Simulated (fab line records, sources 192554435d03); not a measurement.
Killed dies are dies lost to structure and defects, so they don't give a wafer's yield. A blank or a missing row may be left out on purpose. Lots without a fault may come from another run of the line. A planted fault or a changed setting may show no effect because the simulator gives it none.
One fault seen from 3 desks | flow n5_finfet | each desk has only its own numbers; what lay behind them comes last

THE TOOL OWNER'S DESK: rie_diel-04
The tool's own readings at N5_BEOL_M5_ETCH_68 (etches SOC in N2/H2, target depth 80 nm, overetch 16 nm, time 120 s): means of the sampled wafers that have a number, for each lot that ran on this tool. A lot is out of limits, marked OUT, if its mean lies more than 4 standard deviations from the usual mean; the brackets give that distance.
Columns: A = drypump_motor_current_A at N5_BEOL_M5_ETCH_68, usual 5.7 A; B = oes_product_au at N5_BEOL_M5_ETCH_68, usual 0.63 a.u.; C = rf_vpp_V at N5_BEOL_M5_ETCH_68, usual 524.4 V; D = showerhead_plenum_p_Torr at N5_BEOL_M5_ETCH_68, usual 2.57 Torr; E = throttle_valve_pct at N5_BEOL_M5_ETCH_68, usual 17.80 %
lot  | first seen here | A   | B    | C     | D    | E
L437 | day 9 13:03     | 5.7 | 0.63 | 523.5 | 2.52 | 17.62
L441 | day 10 13:44    | 5.6 | 0.64 | 523.5 | 2.54 | 17.77
L440 | day 10 15:43    | 5.5 | 0.65 | 522.6 | 2.50 | 17.66
L454 | day 14 05:19    | 5.7 | 0.62 | 523.6 | 2.53 | 17.81
This desk's finding: nothing out of limits on any of the 4 lots.

THE METROLOGY DESK
What the gauges read, lot by lot, whatever tool the lot ran on: means of the sampled wafers that have a number. A lot is out of limits, marked OUT, if its mean lies more than 4 standard deviations from the usual mean; the brackets give that distance.
Columns: A = cd_nm at N5_BEOL_M5_CD_MEAS_28, usual 30.65 nm; B = V4_OVL at N5_BEOL_M5_OVL_MEAS_29, usual -0.2 nm
lot  | first seen here | A     | B
L437 | day 9 12:47     | 30.66 | -0.6
L441 | day 10 13:28    | 30.64 | -0.5
L440 | day 10 15:31    | 30.86 | 0.9
L449 | day 12 09:05    | 30.37 | -0.2
L450 | day 13 08:35    | 30.98 | 0.0
L454 | day 14 04:47    | 30.49 | 0.1
This desk's finding: nothing out of limits on any of the 6 lots.

THE DEFECT DESK
What the inspections along the route counted, lot by lot: means of the sampled wafers that have a number. A lot is out of limits, marked OUT, if its mean lies more than 4 standard deviations from the usual mean; the brackets give that distance.
Columns: A = raw_defect_count at N5_BEOL_M5_INSPECT_30, usual 477
lot  | first seen here | A
L437 | day 9 12:52     | 402
L441 | day 10 13:33    | 428
L440 | day 10 15:35    | 345
L449 | day 12 09:11    | 489
L450 | day 13 08:41    | 343
L454 | day 14 04:52    | 558
This desk's finding: nothing out of limits on any of the 6 lots.

PUT TOGETHER
The tool owner's desk saw nothing out of limits.
The metrology desk saw nothing out of limits.
The defect desk saw nothing out of limits.

WHAT THE SIMULATOR HAD PUT IN
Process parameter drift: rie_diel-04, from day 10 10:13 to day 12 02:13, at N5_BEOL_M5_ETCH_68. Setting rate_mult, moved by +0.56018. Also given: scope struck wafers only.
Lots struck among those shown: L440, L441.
